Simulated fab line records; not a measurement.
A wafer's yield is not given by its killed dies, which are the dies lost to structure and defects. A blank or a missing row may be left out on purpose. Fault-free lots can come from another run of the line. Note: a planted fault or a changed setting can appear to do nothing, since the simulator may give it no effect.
fab line records	flow n5_finfet
[record] lots = 11	wafers = 29	last_day = 19
route steps=1938 shown BEOL_M0@731 BEOL_M1@751 BEOL_M4@1111
lots that met no fault: from a run of the same line without faults
start_h: the number of hours between the record's first day and the start of the first shown wafer of the lot	wait_h: hours since the lot's step before	" as in the row above	L1.1+2: a single row standing in for several wafers	- value missing, or start not given	* or withheld: withheld	< > ~ a bound
route shown NAME@n: names a module that has steps shown in the file, with the first one's number in the route	usual: the fault-free wafers' mean and standard deviation	same: alike in all rows	chamber/n: place in a boat	sites: readings site by site	_std_site: how widely they spread, as a standard deviation	_edge_site: outer sites' mean less inner sites'	radius_mm: for every site, how far away it sits from the centre of the wafer	mask NAME#n: copy n	behind: the most recent tool/chamber to have shaped the wafer	hold: cause of the lot's hold/its duration in hours/its outcome	device: the transistor (n, p or np) that didn't switch	end of line: tests of these same wafers at the route's end	for a step that has no rows: nothing shown but its recipe	killed: the dies lost at the first sort to structure and to defects; this is not the yield of the wafer	map: a wafer's dies, x killed, . not, _ none there
set.NAME: the setting as run; set.NAME@STEP: as run at that earlier step	model.NAME: the simulator's own value behind a step, which no gauge read
one table for each step of the route and one row for each wafer, over a sample of lots
services: when a tool's chamber went out of use (start_h, in hours from the record's first day, below 0 if earlier), for how many hours, and the reason
[[steps]]
[step N5_BEOL_M0_ALD_136]
[recipe] material = TaN	target_thk_a = *	temp_c = 275	ald_precursor_family = PDMAT	ald_co_reactant = NH3	pressure_torr = 3	carrier_flow_sccm = 1500	pulse_time_s = 2	purge_time_s = 3	co_reactant_purge_time_s = 2	co_reactant_pulse_time_s = 3	ald_cycles = 30	precursor_vessel_temp_c = 75	precursor_vessel_pressure_torr = 26.25	precursor_vessel_carrier_sccm = 1000
[usual] heater_power_w = 417/52	mfc_carrier_sccm = 1500/4.4
[same] co_reactant_pulse_time_s = 3
lot.wafer	tool	chamber	start_h	wait_h	heater_power_w	mfc_carrier_sccm
L601.1	ald_metal-04	2	127.65	0.0	436	1507
L601.2	"	1	"	"	447	1502
L601.6	"	0	"	"	350	1491
L604.3	ald_metal-02	3	138.51	0.0	435	1491
L604.5	"	0	"	"	416	1498
L605.1	ald_metal-03	2	147.46	0.0	340	1503
L605.4	"	3	"	"	387	1506
L605.6	"	2	"	"	336	1497
L607.1	ald_metal-02	3	161.32	0.0	435	1502
L607.3	"	1	"	"	477	1498
L607.6	"	1	"	"	486	1497
L608.2	ald_metal-03	1	164.87	0.0	401	1498
L608.4	"	0	"	"	514	1506
L608.5	"	3	"	"	386	1505
L609.1	ald_metal-04	1	169.01	0.0	446	1497
L609.4	"	3	"	"	403	1496
L609.5	"	0	"	"	340	1496
L610.1	ald_metal-02	3	180.26	0.0	437	1496
L610.5	"	1	"	"	475	1501
L610.6	"	2	"	"	408	1500
L612.1	ald_metal-04	1	191.13	0.1	419	1499
L612.2	"	2	"	"	435	1505
L612.4	"	3	"	"	400	1495
L615.1	ald_metal-03	2	229.90	0.1	350	1493
L615.3	"	1	"	"	393	1507
L617.1	ald_metal-04	0	231.53	0.2	347	1496
L617.5	"	1	"	"	444	1502
L622.5	ald_metal-02	2	251.39	0.1	417	1496
L622.6	"	1	"	"	471	1501
[step N5_BEOL_M0_SPUTTER_134]
[recipe] material = Cu	target_thk_a = 40	temp_c = -20	chamber_pressure_pa = 0.07	power_w = withheld	time_s = 7.37
[usual] chuck_gas_flow_sccm = 1.28/0.058	substrate_temp_c = -20.00/0.099	throttle_valve_pct = 30.3/1.3
lot.wafer	tool	chamber	start_h	wait_h	chuck_gas_flow_sccm	substrate_temp_c	throttle_valve_pct
L601.1	pvd_sputter-03	-	128.41	0.0	1.30	-19.98	30.4
L601.2	"	-	"	"	1.22	-19.91	29.1
L601.6	"	-	"	"	1.34	-19.91	29.1
L604.3	pvd_sputter-03	-	139.30	0.0	1.36	-20.02	30.3
L604.5	"	-	"	"	1.37	-19.93	29.2
L605.1	pvd_sputter-01	-	148.80	0.0	1.31	-20.11	32.9
L605.4	"	-	"	"	1.33	-20.18	31.5
L605.6	"	-	"	"	1.15	-20.14	33.2
L607.1	pvd_sputter-02	-	162.22	0.0	1.35	-20.11	28.5
L607.3	"	-	"	"	1.24	-19.95	29.5
L607.6	"	-	"	"	1.31	-19.87	28.4
L608.2	pvd_sputter-03	-	165.59	0.0	1.33	-20.31	29.3
L608.4	"	-	"	"	1.22	-20.01	31.1
L608.5	"	-	"	"	1.24	-20.07	29.1
L609.1	pvd_sputter-01	-	169.72	0.0	1.21	-19.85	29.8
L609.4	"	-	"	"	1.33	-19.90	30.0
L609.5	"	-	"	"	1.27	-19.79	31.7
L610.1	pvd_sputter-02	-	180.95	0.0	1.17	-19.94	29.3
L610.5	"	-	"	"	1.27	-19.93	29.5
L610.6	"	-	"	"	1.35	-19.72	31.5
L612.1	pvd_sputter-03	-	191.95	0.0	1.23	-19.93	29.2
L612.2	"	-	"	"	1.28	-20.00	30.0
L612.4	"	-	"	"	1.28	-20.06	29.1
L615.1	pvd_sputter-01	-	230.74	0.0	1.25	-20.00	33.0
L615.3	"	-	"	"	1.16	-20.00	30.7
L617.1	pvd_sputter-01	-	232.90	0.0	1.33	-20.04	31.7
L617.5	"	-	"	"	1.33	-19.97	32.9
L622.5	pvd_sputter-03	-	253.70	0.0	1.32	-20.03	29.0
L622.6	"	-	"	"	1.19	-20.02	29.1
[step N5_BEOL_M0_ANNEAL_135]
[recipe] temp_c = 400	time_s = 60	ambient = vacuum
[usual] heater_power_w = 814/70
lot.wafer	tool	chamber	start_h	wait_h	heater_power_w
L601.1	pvd_sputter-03	-	128.49	0.0	876
L601.2	"	-	"	"	729
L601.6	"	-	"	"	749
L604.3	pvd_sputter-03	-	139.38	0.0	874
L604.5	"	-	"	"	873
L605.1	pvd_sputter-01	-	148.88	0.0	825
L605.4	"	-	"	"	705
L605.6	"	-	"	"	825
L607.1	pvd_sputter-02	-	162.30	0.0	916
L607.3	"	-	"	"	781
L607.6	"	-	"	"	927
L608.2	pvd_sputter-03	-	165.67	0.0	857
L608.4	"	-	"	"	790
L608.5	"	-	"	"	872
L609.1	pvd_sputter-01	-	169.80	0.0	764
L609.4	"	-	"	"	737
L609.5	"	-	"	"	691
L610.1	pvd_sputter-02	-	181.03	0.0	775
L610.5	"	-	"	"	791
L610.6	"	-	"	"	913
L612.1	pvd_sputter-03	-	192.03	0.0	861
L612.2	"	-	"	"	860
L612.4	"	-	"	"	745
L615.1	pvd_sputter-01	-	230.82	0.0	825
L615.3	"	-	"	"	873
L617.1	pvd_sputter-01	-	232.98	0.0	690
L617.5	"	-	"	"	845
L622.5	pvd_sputter-03	-	253.76	0.0	855
L622.6	"	-	"	"	720
[step N5_BEOL_M1_ILD_DEP_00]
[recipe] material = SiOC	target_thk_a = 790	temp_c = 350	precursor = DEMS/O2	pressure_torr = 5	rf_w = 500	time_s = 15.3
[usual] heater_power_w = 479/84	showerhead_plenum_p_Torr = 5.689/0.019	showerhead_vpp_V = 1439/64	throttle_valve_pct = 11.7/0.34
lot.wafer	tool	chamber	start_h	wait_h	heater_power_w	showerhead_plenum_p_Torr	showerhead_vpp_V	throttle_valve_pct
L601.1	pecvd-03	0	129.84	0.0	373	5.679	1457	11.4
L601.2	"	1	"	"	609	5.695	1347	11.8
L601.6	"	1	"	"	623	5.702	1314	11.9
L604.3	pecvd-03	1	140.53	0.0	626	5.682	1341	11.6
L604.5	"	2	"	"	480	5.663	1519	11.5
L605.1	pecvd-03	0	150.07	0.0	462	5.678	1423	11.6
L605.4	"	0	"	"	452	5.687	1448	11.4
L605.6	"	2	"	"	553	5.674	1525	11.5
L607.1	pecvd-04	1	164.11	0.0	404	5.703	1430	12.2
L607.3	"	2	"	"	416	5.716	1507	11.2
L607.6	"	0	"	"	364	5.730	1361	12.4
L608.2	pecvd-04	1	166.83	0.0	378	5.673	1426	12.3
L608.4	"	2	"	"	442	5.697	1505	11.6
L608.5	"	0	"	"	304	5.714	1361	12.5
L609.1	pecvd-03	0	170.95	0.0	405	5.683	1417	11.5
L609.4	"	1	"	"	611	5.693	1358	12.1
L609.5	"	2	"	"	508	5.659	1530	11.5
L610.1	pecvd-02	2	182.67	0.0	559	5.704	1462	11.6
L610.5	"	1	"	"	416	5.689	1420	11.7
L610.6	"	2	"	"	580	5.700	1440	11.5
L612.1	pecvd-03	2	193.53	0.0	516	5.650	1536	11.4
L612.2	"	0	"	"	406	5.681	1450	11.4
L612.4	"	0	"	"	419	5.694	1425	11.6
L615.1	pecvd-03	2	231.99	0.0	514	5.656	1490	11.7
L615.3	"	0	"	"	464	5.679	1423	11.5
L617.1	pecvd-03	2	234.15	0.0	493	5.663	1547	11.9
L617.5	"	0	"	"	430	5.676	1445	11.6
L622.5	pecvd-03	0	254.94	0.1	383	5.682	1418	11.6
L622.6	"	2	"	"	546	5.662	1519	11.7
[step N5_BEOL_M1_THK_MEAS_01]
[recipe] reads = SiOC_of_BEOL_M1_ILD_DEP_00
[usual] M1_ILD_THK = 78.7/0.98
lot.wafer	tool	chamber	start_h	wait_h	M1_ILD_THK[nm]
L601.1	film_metro-02	-	129.91	0.0	78.8
L601.2	"	-	"	"	78.0
L601.6	"	-	"	"	78.6
L604.3	film_metro-02	-	140.60	0.1	78.9
L604.5	"	-	"	"	80.4
L605.1	film_metro-02	-	150.13	0.0	79.0
L605.4	"	-	"	"	81.0
L605.6	"	-	"	"	80.5
L607.1	film_metro-02	-	164.17	0.0	77.9
L607.3	"	-	"	"	79.1
L607.6	"	-	"	"	78.9
L608.2	film_metro-01	-	167.15	0.3	77.1
L608.4	"	-	"	"	79.0
L608.5	"	-	"	"	78.3
L609.1	film_metro-02	-	171.02	0.0	79.1
L609.4	"	-	"	"	78.6
L609.5	"	-	"	"	78.7
L610.1	film_metro-01	-	182.74	0.0	79.3
L610.5	"	-	"	"	80.3
L610.6	"	-	"	"	81.2
L612.1	film_metro-02	-	193.60	0.0	77.1
L612.2	"	-	"	"	77.5
L612.4	"	-	"	"	79.2
L615.1	film_metro-01	-	232.06	0.0	88.7
L615.3	"	-	"	"	79.3
L617.1	film_metro-02	-	234.21	0.0	89.1
L617.5	"	-	"	"	91.3
L622.5	film_metro-02	-	254.99	0.0	90.3
L622.6	"	-	"	"	79.0
[step N5_BEOL_M4_RC_MEAS_101]
[usual] DIBL_N = 36.5/1.9	DIBL_P = 36.4/2.2	IOFF_N = 0.17/0.034	IOFF_P = 0.21/0.036	ION_N = 678/12	ION_P = 462/7.1	SS_N = 71.7/0.61	SS_P = 73.4/0.71	VT_N = 249/3.5	VT_P = -251/3
lot.wafer	tool	chamber	start_h	wait_h	DIBL_N[mV/V]	DIBL_P[mV/V]	IOFF_N[nA/um]	IOFF_P[nA/um]	ION_N[uA/um]	ION_P[uA/um]	SS_N[mV/dec]	SS_P[mV/dec]	VT_N[mV]	VT_P[mV]
L601.1	prober-02	0	185.35	0.0	37.6	37.9	0.16	0.23	671	455	71.6	73.9	248	-250
L601.2	"	0	"	"	40.3	40.5	0.23	0.27	691	471	71.8	75.4	243	-247
L601.6	"	0	"	"	36.1	35.1	0.15	0.18	666	453	70.9	73.0	251	-253
L604.3	prober-01	0	193.03	0.3	34.2	34.7	0.15	0.20	675	464	70.5	72.9	249	-249
L604.5	"	0	"	"	34.4	34.6	0.15	0.20	676	471	70.9	73.6	250	-248
L605.1	prober-02	0	209.41	0.0	38.1	38.5	0.20	0.25	687	464	71.9	73.6	246	-249
L605.4	"	0	"	"	35.4	33.8	0.14	0.18	670	456	71.4	72.7	251	-252
L605.6	"	0	"	"	39.0	39.9	0.22	0.28	688	473	72.3	74.6	245	-248
L608.2	prober-01	0	237.59	0.2	36.3	34.0	0.13	0.17	664	456	70.8	72.6	253	-258
L608.4	"	0	"	"	36.0	33.9	0.13	0.16	671	453	70.9	73.0	252	-255
L608.5	"	0	"	"	35.0	32.9	0.12	0.16	658	458	71.3	72.2	256	-256
L607.1	prober-02	0	238.07	0.0	34.9	34.9	0.15	0.20	681	470	71.3	73.2	247	-250
L607.3	"	0	"	"	35.3	33.9	0.15	0.19	666	458	71.8	72.7	249	-248
L607.6	"	0	"	"	34.3	33.7	0.14	0.19	667	469	71.0	72.7	250	-253
L609.1	prober-01	0	249.88	0.0	38.7	38.9	0.20	0.23	692	470	72.4	74.4	244	-250
L609.4	"	0	"	"	37.5	38.0	0.18	0.21	691	467	72.1	73.2	249	-252
L609.5	"	0	"	"	36.0	35.6	0.14	0.17	664	457	71.6	73.2	254	-256
L610.1	prober-02	0	254.45	0.0	34.8	36.8	0.14	0.22	680	472	71.0	72.4	249	-247
L610.5	"	0	"	"	35.9	37.5	0.16	0.22	672	464	72.0	72.7	249	-249
L610.6	"	0	"	"	38.4	41.5	0.22	0.30	706	483	72.2	73.6	243	-243
L612.1	prober-01	0	276.51	0.0	38.7	36.9	0.17	0.20	686	460	71.9	73.5	248	-252
L612.2	"	0	"	"	37.4	35.4	0.15	0.18	657	455	71.2	73.8	254	-254
L612.4	"	0	"	"	39.8	39.0	0.20	0.24	690	466	72.5	74.3	249	-252
L615.1	prober-02	0	294.59	0.0	33.7	34.0	0.11	0.16	664	456	71.0	72.5	255	-252
L615.3	"	0	"	"	38.1	39.5	0.18	0.24	683	474	72.7	73.6	252	-250
L617.1	prober-01	0	299.84	0.0	38.4	39.3	0.20	0.25	689	470	71.7	73.9	244	-248
L617.5	"	0	"	"	36.3	37.2	0.17	0.21	699	473	71.5	72.8	248	-250
L622.5	prober-01	0	334.48	0.6	37.5	38.2	0.19	0.21	677	459	72.0	73.9	248	-250
L622.6	"	0	"	"	36.8	36.7	0.18	0.20	680	460	71.3	73.4	244	-252
[[services]]
tool	chamber	start_h	hours	kind
ald_metal-03	3	103.73	3.1	repair
pecvd-04	2	105.25	2.1	scheduled_down
pvd_sputter-02	-	111.05	11.4	repair
pvd_sputter-01	-	117.23	4.4	repair
pvd_sputter-01	-	123.44	20.3	repair
pvd_sputter-02	-	125.09	1.1	repair
ald_metal-03	1	132.59	27.8	repair
ald_metal-03	0	142.20	16.5	repair
pecvd-03	1	143.08	5.5	scheduled_down
pvd_sputter-03	-	157.03	5.4	repair
ald_metal-04	3	181.45	1.9	repair
ald_metal-04	0	182.76	5.5	repair
pecvd-02	2	194.10	5.5	scheduled_down
ald_metal-03	-	196.43	0.6	repair
ald_metal-04	-	200.95	14.6	pm
pecvd-02	-	203.84	3.3	repair
pecvd-02	0	207.51	13.8	repair
ald_metal-03	-	210.27	1.3	repair
pecvd-03	0	211.56	3.5	repair
pecvd-03	-	222.51	6.0	pm
ald_metal-04	2	227.97	5.6	repair
pvd_sputter-02	-	229.10	4.9	repair
ald_metal-04	3	236.81	5.7	repair
pecvd-04	0	245.24	6.4	repair
[[key]]
[first_sign] step = N5_BEOL_M1_THK_MEAS_01	reading = M1_ILD_THK	direction = up	sigmas = 11	usual = 78.7	struck = 89.9
effect none on later readings
met_at N5_BEOL_M1_ILD_DEP_00
struck_lots L615,L617,L622
struck_wafers L615.1,L617.1,L617.5,L622.5
not_acting_at N5_BEOL_M0_ALD_136,N5_BEOL_M0_SPUTTER_134,N5_BEOL_M0_ANNEAL_135
onset_between 193.53 231.99
[fault] kind = process_parameter_drift	tool = pecvd-03	chamber = -	onset_h = 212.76	steps = N5_BEOL_M1_ILD_DEP_00	channel = time_s	offset = *	shape = step	end_h = 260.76	scope = struck_wafers_only	acts_in = *	stated = *
